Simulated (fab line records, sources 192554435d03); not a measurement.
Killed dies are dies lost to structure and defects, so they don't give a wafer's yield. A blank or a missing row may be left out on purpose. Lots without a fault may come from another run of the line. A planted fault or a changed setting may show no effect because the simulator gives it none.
Which tool did it? | flow n5_finfet | 10 lots, 30 wafers sampled, at 6 steps of a route of 1938

WHAT THE GAUGES READ, wafer by wafer
N5_BEOL_M4_RC_MEAS_101. Usual: DIBL_N 36.0 mV/V, standard deviation 2.5; DIBL_P 36.7 mV/V, standard deviation 3; IOFF_N 0.16 nA/um, standard deviation 0.043; IOFF_P 0.21 nA/um, standard deviation 0.049; ION_N 673 uA/um, standard deviation 15; ION_P 461 uA/um, standard deviation 9.8; SS_N 71.5 mV/dec, standard deviation 0.83; SS_P 73.4 mV/dec, standard deviation 0.83; VT_N 250 mV, standard deviation 4; VT_P -251 mV, standard deviation 4.
lot  | measured     | on        | DIBL_N (mV/V)  | DIBL_P (mV/V)  | IOFF_N (nA/um) | IOFF_P (nA/um) | ION_N (uA/um) | ION_P (uA/um) | SS_N (mV/dec)  | SS_P (mV/dec)  | VT_N (mV)   | VT_P (mV)      | flag
L175 | day 9 00:22  | prober-01 | 40.5 32.2 38.0 | 41.9 32.5 39.1 | 0.23 0.09 0.18 | 0.29 0.15 0.24 | 687 647 681   | 465 452 465   | 72.0 69.8 71.5 | 73.8 71.4 73.0 | 244 258 248 | -245 -253 -247 |
L176 | day 9 07:55  | prober-01 | 34.7 39.3 35.2 | 36.8 41.9 37.8 | 0.13 0.24 0.14 | 0.22 0.32 0.23 | 668 697 660   | 469 476 461   | 71.1 72.0 70.2 | 74.0 74.6 74.2 | 250 244 253 | -248 -243 -248 |
L177 | day 9 20:40  | prober-02 | 30.3 31.6 36.3 | 32.5 34.5 39.7 | 0.10 0.12 0.23 | 0.14 0.16 0.26 | 645 651 681   | 441 453 464   | 71.2 70.9 73.6 | 71.8 72.6 73.7 | 256 252 244 | -257 -254 -246 |
L179 | day 10 02:14 | prober-01 | 39.2 35.1 33.3 | 43.4 35.1 35.7 | 0.28 0.17 0.13 | 0.32 0.18 0.17 | 689 666 677   | 470 456 463   | 72.0 71.2 69.9 | 75.1 73.2 72.6 | 242 249 251 | -244 -254 -254 |
L181 | day 11 02:02 | prober-02 | 39.5 35.1 37.1 | 40.3 34.3 36.4 | 0.23 0.14 0.19 | 0.28 0.19 0.21 | 685 686 678   | 460 473 457   | 72.8 70.6 71.6 | 74.4 73.1 73.3 | 245 252 247 | -247 -254 -253 |
L185 | day 12 02:37 | prober-01 | 34.7 38.4 35.1 | 34.9 39.5 35.9 | 0.14 0.21 0.15 | 0.19 0.27 0.21 | 677 684 670   | 466 469 459   | 70.6 72.1 71.5 | 73.5 74.4 72.9 | 251 246 252 | -250 -248 -253 |
L187 | day 12 12:56 | prober-02 | 34.9 37.1 37.5 | 36.0 38.8 39.1 | 0.14 0.17 0.19 | 0.22 0.26 0.27 | 666 672 694   | 462 469 484   | 70.3 71.8 71.2 | 73.1 73.2 73.4 | 251 248 246 | -247 -246 -244 |
L188 | day 13 08:08 | prober-02 | 34.8 31.6 27.6 | 37.1 33.3 28.4 | 0.16 0.11 0.07 | 0.19 0.14 0.11 | 679 664 649   | 462 454 455   | 71.5 70.2 69.4 | 73.4 72.8 71.7 | 248 258 258 | -252 -256 -257 |
L190 | day 13 08:08 | prober-01 | 37.2 33.4 34.2 | 38.7 33.9 34.3 | 0.19 0.13 0.15 | 0.26 0.19 0.20 | 677 662 682   | 464 463 472   | 71.9 70.9 71.5 | 73.6 72.9 72.6 | 248 253 246 | -248 -250 -249 |
L193 | day 14 13:20 | prober-01 | 35.6 37.2 35.3 | 36.6 38.3 36.1 | 0.14 0.17 0.13 | 0.17 0.19 0.16 | 672 683 650   | 454 463 445   | 71.1 71.8 70.9 | 72.9 73.6 73.2 | 252 251 254 | -256 -254 -258 |

N5_BEOL_M7_CD_MEAS_18: pitch 80 nm, target cd 40 nm. Usual: cd_nm 40.1 nm, standard deviation 0.84.
lot  | measured     | on        | cd_nm (nm)     | flag
L175 | day 9 22:28  | cd_sem-01 | 40.1 40.1 40.8 |
L176 | day 10 07:26 | cd_sem-03 | 40.8 41.2 40.4 |
L177 | day 10 19:38 | cd_sem-03 | 41.5 39.8 39.1 |
L179 | day 10 23:58 | cd_sem-01 | 39.3 38.9 39.4 |
L181 | day 12 03:25 | cd_sem-01 | 39.2 40.2 39.2 |
L185 | day 13 08:25 | cd_sem-03 | 41.1 42.0 41.1 |
L187 | day 13 15:00 | cd_sem-02 | 39.9 40.3 40.5 |
L188 | day 14 10:12 | cd_sem-02 | 39.7 41.1 40.0 |
L190 | day 14 10:20 | cd_sem-02 | 40.9 40.7 40.0 |
L193 | day 15 19:11 | cd_sem-01 | 39.7 40.5 40.0 |

N5_BEOL_M8_CD_MEAS_11: target cd 38.5 nm. Usual: cd_nm 38.6 nm, standard deviation 0.67.
lot  | measured     | on        | cd_nm (nm)     | flag
L175 | day 10 04:42 | cd_sem-02 | 38.2 38.5 38.8 |
L176 | day 10 15:23 | cd_sem-03 | 39.0 38.4 37.2 |
L177 | day 11 00:59 | cd_sem-01 | 39.5 38.7 38.7 |
L179 | day 11 05:32 | cd_sem-01 | 38.9 39.5 38.6 |
L181 | day 12 14:16 | cd_sem-02 | 37.1 38.6 38.9 |
L185 | day 13 14:20 | cd_sem-03 | 37.5 37.6 38.8 |
L187 | day 13 21:44 | cd_sem-02 | 38.2 39.1 38.0 |
L188 | day 14 18:59 | cd_sem-01 | 39.6 39.3 39.9 |
L190 | day 14 21:26 | cd_sem-01 | 38.9 39.1 39.9 |
L193 | day 16 04:50 | cd_sem-02 | 37.9 37.7 38.6 |

WHICH TOOL RAN EACH LOT (tool, then ch and the chambers of the sampled wafers, then the start)
lot  | N5_BEOL_M7_SURFACE_TREAT_79  | N5_BEOL_M7_ANNEAL_51             | N5_BEOL_M7_CMP_52
L175 | pvd_sputter-02, day 10 01:11 | rtp_anneal-02 ch 0, day 10 01:38 | cmp-04 ch 1,2,3, day 10 01:56
L176 | pvd_sputter-02, day 10 11:48 | rtp_anneal-02, day 10 12:15      | cmp-04 ch 0,1,3, day 10 12:35
L177 | pvd_sputter-01, day 10 21:31 | rtp_anneal-02, day 10 22:10      | cmp-04 ch 0,1,3, day 10 22:28
L179 | pvd_sputter-02, day 11 02:25 | rtp_anneal-01, day 11 03:29      | cmp-02 ch 0,3, day 11 03:47
L181 | pvd_sputter-03, day 12 07:55 | rtp_anneal-02 ch 0, day 12 08:37 | cmp-01 ch 0,2,3, day 12 08:58
L185 | pvd_sputter-01, day 13 11:14 | rtp_anneal-02 ch 0, day 13 11:38 | cmp-01 ch 1,2, day 13 11:59
L187 | pvd_sputter-03, day 13 18:28 | rtp_anneal-02 ch 0, day 13 18:59 | cmp-01 ch 0,1,3, day 13 19:25
L188 | pvd_sputter-01, day 14 16:25 | rtp_anneal-02 ch 0, day 14 17:01 | cmp-04 ch 0,2,3, day 14 17:20
L190 | pvd_sputter-01, day 14 18:02 | rtp_anneal-02 ch 0, day 14 18:35 | cmp-04 ch 0,1,3, day 14 18:50
L193 | pvd_sputter-03, day 15 23:23 | rtp_anneal-02 ch 0, day 16 01:40 | cmp-04 ch 0,1,3, day 16 02:04
- N5_BEOL_M7_SURFACE_TREAT_79
- N5_BEOL_M7_ANNEAL_51: time 90 s.
- N5_BEOL_M7_CMP_52: polishes, stops on SiCOH lowk, t overpolish 6.9 s, target thk 80 nm.

WHAT THE TOOLS THEMSELVES READ (means of the sampled wafers that have a number; where no wafer has one, the mark that the record gives instead)
N5_BEOL_M7_ANNEAL_51. Usual: anneal_temp_c 224.96 C, standard deviation 0.18; anneal_temp_c_max 226.2, standard deviation 0.42; wafer_temp_C_max 226.4, standard deviation 0.31.
lot  | tool          | anneal_temp_c (C) | anneal_temp_c_max | wafer_temp_C_max | flag
L175 | rtp_anneal-02 | 224.78            | 226.1             | 226.9            |
L176 | rtp_anneal-02 | -                 | -                 | -                | OFF
L177 | rtp_anneal-02 | -                 | -                 | -                | OFF
L179 | rtp_anneal-01 | -                 | -                 | -                | OFF
L181 | rtp_anneal-02 | 224.85            | 226.2             | 226.5            |
L185 | rtp_anneal-02 | 224.90            | 226.4             | 226.3            |
L187 | rtp_anneal-02 | 225.14            | 226.7             | 226.5            |
L188 | rtp_anneal-02 | 224.90            | 226.2             | 226.2            |
L190 | rtp_anneal-02 | 224.89            | 226.3             | 226.3            |
L193 | rtp_anneal-02 | 225.02            | 226.4             | 226.5            |

N5_BEOL_M7_CMP_52. Usual: barrier_field_endpoint_s 29.5 s, standard deviation 0.83; motor_current_A 6.1 A, standard deviation 0.59; overpolish_run_s 6.900 s, standard deviation 0.01; retaining_ring_pressure_frac 1.000, standard deviation 0.0052; time_to_endpoint_s 66 s, standard deviation 3.4.
lot  | tool   | barrier_field_endpoint_s (s) | motor_current_A (A) | overpolish_run_s (s) | retaining_ring_pressure_frac | time_to_endpoint_s (s) | flag
L175 | cmp-04 | 30.4                         | 6.2                 | 6.895                | 1.002                        | 68                     |
L176 | cmp-04 | 37.3                         | 6.1                 | 6.899                | 0.995                        | 81                     | OFF
L177 | cmp-04 | 35.3                         | 5.9                 | 6.903                | 0.997                        | 81                     | OFF
L179 | cmp-02 | 34.8                         | 7.1                 | 6.899                | 0.995                        | 80                     | OFF
L181 | cmp-01 | 29.4                         | 5.7                 | 6.903                | 0.999                        | 64                     |
L185 | cmp-01 | 29.3                         | 5.5                 | 6.904                | 1.000                        | 68                     |
L187 | cmp-01 | 28.9                         | 5.4                 | 6.893                | 0.995                        | 65                     |
L188 | cmp-04 | 29.5                         | 6.1                 | 6.915                | 1.000                        | 68                     |
L190 | cmp-04 | 30.2                         | 6.1                 | 6.900                | 0.998                        | 68                     |
L193 | cmp-04 | 29.7                         | 6.2                 | 6.903                | 1.001                        | 65                     |

THE ANSWER, worked out from the rows above alone
Rule: a lot is off if the mean of its wafers that have a number lies more than 3 standard deviations from the usual mean. A lot without any number at a reading at which 4 lots or more have one is off too. The other lots that the step has rows for count as sound. The gauges are gone through in route order, then the tools' own readings, and for those a lot's mean is taken as printed above. The first step at which some lot is off is used, and at that step the reading that is off furthest; a lot without a number counts as furthest.
Off: L176, L177, L179, at N5_BEOL_M7_ANNEAL_51 (anneal_temp_c). Without a number there: L176, L177, L179.
A tool fits if, at that step or a process step before it, it ran every lot that is off, and no sound lot after the first of them. None of those tried fits.

WHAT THE SIMULATOR HAD PUT IN
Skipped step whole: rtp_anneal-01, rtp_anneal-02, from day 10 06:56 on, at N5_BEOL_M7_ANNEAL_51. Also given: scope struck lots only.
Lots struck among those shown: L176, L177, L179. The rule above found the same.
